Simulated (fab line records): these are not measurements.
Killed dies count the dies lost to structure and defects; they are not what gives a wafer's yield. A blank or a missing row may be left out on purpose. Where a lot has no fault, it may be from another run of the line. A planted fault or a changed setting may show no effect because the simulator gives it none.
Matching of chambers ; flow n5-finfet ; N5_BEOL_M5_ETCH_75 on rie-diel-03: 4 sister chambers
The step etches underlayer in N2/H2, target depth 6.5 nm, time 5.2 s. 4 wafers are shown with their chamber, then 8 later ones without.

== WAFERS WITH THEIR CHAMBER ==
wafer;chamber;drypump-motor-current-A (A)
L084.2;0;4.9
L086.4;1;6.1
L086.6;2;5.8
L093.1;3;6.6

== WAFERS WITHOUT THEIR CHAMBER ==
wafer;drypump-motor-current-A (A)
L093.5;5.8
L093.6;6.6
L094.2;6.0
L094.3;5.8
L094.6;4.9
L096.1;4.9
L096.3;6.0
L096.5;6.7

== CHAMBER TAKEN BY EACH ==
wafer;from the rows above;in truth
L093.5;2;2
L093.6;3;3
L094.2;can't be placed: 1 or 2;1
L094.3;2;2
L094.6;0;0
L096.1;0;0
L096.3;can't be placed: 1 or 2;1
L096.5;3;3
Placed correctly: 6 of 8. From these rows, 2 cannot be placed; in 2 the true chamber is one of the candidates. 0 placed wrongly.
How it was worked out, from the rows above alone: a wafer's distance from a chamber is the root of the sum, over the readings, of the square of ((its reading less the chamber's mean) divided by the reading's scatter). The wafer belongs to the nearest chamber; if the next one is less than 2 further off, it can't be placed. For every chamber, the mean is computed from those of its wafers that are shown. The scatter (one wafer shown for each chamber): square how far every hidden wafer sits from the nearest shown wafer, average those squares and take the square root.
